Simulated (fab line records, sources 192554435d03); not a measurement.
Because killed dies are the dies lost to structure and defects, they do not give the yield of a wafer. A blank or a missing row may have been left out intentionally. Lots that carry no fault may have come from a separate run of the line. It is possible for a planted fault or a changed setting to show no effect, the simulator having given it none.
Problem report in the 8D (eight disciplines) form, filled by code    flow n5-finfet    the parts of the form that need people (team, actions taken, sign-off) are left out

1. WHAT IS WRONG
Mean of spin-speed-rpm at N5_SD_EPI_N_COAT_03: 1421.3 rpm across 6 wafers in 2 lots; on wafers with no fault it is 1500.0 rpm (standard deviation 0.92). Measured from the usual mean, that is -86 standard deviations.
The step: resist thk 150 nm.
The first sign was on wafer L722.3 at day 7 10:00, on litho-track-05. The record has a number at this step for 18 wafers belonging to 6 lots. Rule for "out", or "out of limits": more than 4 standard deviations from the usual mean. All remaining wafers that have a number are taken as sound.

2. WHAT THIS IS AND IS NOT
question                     is                      is not
which readings at this step  spin-speed-rpm          -
which lots                   L722, L724              L707, L713, L725, L727
which wafers of those lots   all that have a number  -
read on which tools          litho-track-05          litho-track-01, litho-track-04
when                         from day 7 10:00        up to then (6 sound wafers); but 6 sound wafers of L725, L727 came after

3. WHAT RULES OUT EACH SUSPECT
Counting: any tool at a process step up to the reading is kept as a suspect provided that every lot that is out went through it and no sound lot did after the first of them.
- litho-track-05 at N5_SD_EPI_N_COAT_03 (resist thk 150 nm): kept. It processed each lot that is out, first L722 at day 7 10:00, and no sound lot thereafter; up to then, the last sound lot it processed was L713 at day 4 19:28. Its own spin-speed-rpm readings are out on those wafers.
The count leaves litho-track-05 at N5_SD_EPI_N_COAT_03.

4. THE CAUSE (what the simulator had put in)
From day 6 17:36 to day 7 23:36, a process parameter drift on litho-track-05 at N5_SD_EPI_N_COAT_03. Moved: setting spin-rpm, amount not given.
Counting left only this tool.

5. THE CHAIN OF EFFECTS, in route order
One row per reading whose mean, taken over the struck wafers that have a number, lies over 3 standard deviations from the usual. Only readings whose record carries a usual standard deviation are examined. hours: median over the lots of the time between each lot's start at the first step of this table that gives one and its start at this step. sigmas: the change, counted in usual standard deviations.
hours  step                 reading         usual       on struck wafers  change  sigmas
0      N5_SD_EPI_N_COAT_03  spin-speed-rpm  1500.0 rpm  1421.3            -78.7   -86
It contains these process steps:
- N5_SD_EPI_N_COAT_03: resist thk 150 nm.
Later measuring or inspecting steps at which every struck wafer that the step has a row for has a number for every such reading, and none has moved that far: N5_SD_EPI_N_CD_MEAS_09, N5_SD_EPI_N_OVL_MEAS_10, N5_SD_EPI_N_INSPECT_11, N5_BEOL_M4_RC_MEAS_101.

6. WHAT WOULD HAVE CAUGHT IT SOONER
The fault began at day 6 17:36; the first out-of-limits reading in this record came at day 7 10:00, 16 hours later.
